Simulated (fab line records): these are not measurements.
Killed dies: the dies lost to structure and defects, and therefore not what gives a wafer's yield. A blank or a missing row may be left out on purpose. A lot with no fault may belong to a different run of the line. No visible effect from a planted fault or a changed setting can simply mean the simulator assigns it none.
3 desks, one fault || flow n5 finfet || only its own numbers are on each desk; what lay behind them is given at the end

== FOR THE TOOL OWNER'S DESK: rie diel-04 ==
The tool's own readings at N5_SDB_ETCH_25 (etches SiO2 in C4F6/O2, target depth 10 nm, time 3.3 s): means of the sampled wafers that have a number, for each lot that ran on this tool. Marked OUT: a lot whose mean sits more than 4 standard deviations from the usual mean, which makes it out of limits; the brackets give that distance.
Columns: A = drypump motor current A at N5_SDB_ETCH_25, usual 5.7 A; B = oes product au at N5_SDB_ETCH_25, usual 0.82 a.u.; C = rf vpp V at N5_SDB_ETCH_25, usual 662 V; D = showerhead plenum p Torr at N5_SDB_ETCH_25, usual 2.80 Torr; E = throttle valve pct at N5_SDB_ETCH_25, usual 21.20 %
{"lot": "L736", "first seen here": "day 5 08:16", "A": 5.9, "B": 0.84, "C": 654, "D": 2.81, "E": 21.22}
{"lot": "L737", "first seen here": "day 5 17:42", "A": 5.9, "B": 0.82, "C": 654, "D": 2.76, "E": 20.91}
{"lot": "L742", "first seen here": "day 6 21:39", "A": 5.8, "B": 0.72, "C": 653, "D": 2.78, "E": 21.07}
This desk's finding: nothing out of limits on any of the 3 lots.

== AT THE METROLOGY DESK ==
Means of the sampled wafers that have a number, per lot and without regard to the tool the lot ran on: this is what the gauges read. Marked OUT: a lot whose mean sits more than 4 standard deviations from the usual mean, which makes it out of limits; the brackets give that distance. Of its 12 readings 7 are shown: those that lie furthest out on some lot.
Columns: A = DIBL_N at N5_BEOL_M4_RC_MEAS_101, usual 36.0 mV/V; B = DIBL_P at N5_BEOL_M4_RC_MEAS_101, usual 36.1 mV/V; C = IOFF_N at N5_BEOL_M4_RC_MEAS_101, usual 0.160 nA/um; D = ION_N at N5_BEOL_M4_RC_MEAS_101, usual 675 uA/um; E = ION_P at N5_BEOL_M4_RC_MEAS_101, usual 464 uA/um; F = VT_N at N5_BEOL_M4_RC_MEAS_101, usual 250 mV; G = VT_P at N5_BEOL_M4_RC_MEAS_101, usual -249 mV
{"lot": "L730", "first seen here": "day 3 17:08", "A": 34.9, "B": 33.0, "C": 0.118, "D": 656, "E": 451, "F": 254, "G": -254}
{"lot": "L736", "first seen here": "day 5 06:50", "A": 36.2, "B": 37.2, "C": 0.167, "D": 665, "E": 454, "F": 252, "G": -251}
{"lot": "L737", "first seen here": "day 5 16:38", "A": 37.2, "B": 36.5, "C": 0.167, "D": 670, "E": 466, "F": 249, "G": -245}
{"lot": "L742", "first seen here": "day 6 20:28", "A": 36.4, "B": 34.9, "C": 0.162, "D": 681, "E": 463, "F": 249, "G": -252}
{"lot": "L747", "first seen here": "day 7 23:44", "A": 36.1, "B": 37.3, "C": 0.180, "D": 694, "E": 473, "F": 247, "G": -248}
{"lot": "L751", "first seen here": "day 9 00:56", "A": 32.3, "B": 33.5, "C": 0.117, "D": 657, "E": 455, "F": 255, "G": -251}
This desk's finding: nothing out of limits on any of the 6 lots.

== THE DEFECT DESK ==
Counts from the inspections along the route, per lot, as means over the sampled wafers that have a number. Marked OUT: a lot whose mean sits more than 4 standard deviations from the usual mean, which makes it out of limits; the brackets give that distance.
Columns: A = raw defect count at N5_SDB_INSPECT_13, usual 76
{"lot": "L730", "first seen here": "day 3 17:11", "A": 98}
{"lot": "L736", "first seen here": "day 5 06:53", "A": 42}
{"lot": "L737", "first seen here": "day 5 16:41", "A": 83}
{"lot": "L742", "first seen here": "day 6 20:31", "A": 75}
{"lot": "L747", "first seen here": "day 7 23:47", "A": 73}
{"lot": "L751", "first seen here": "day 9 00:59", "A": 60}
This desk's finding: nothing out of limits on any of the 6 lots.

== BROUGHT TOGETHER ==
The desk of the tool owner found nothing out of limits.
The metrology desk saw nothing out of limits.
Nothing out of limits was seen by the defect desk.

== WHAT THE SIMULATOR HAD PUT IN ==
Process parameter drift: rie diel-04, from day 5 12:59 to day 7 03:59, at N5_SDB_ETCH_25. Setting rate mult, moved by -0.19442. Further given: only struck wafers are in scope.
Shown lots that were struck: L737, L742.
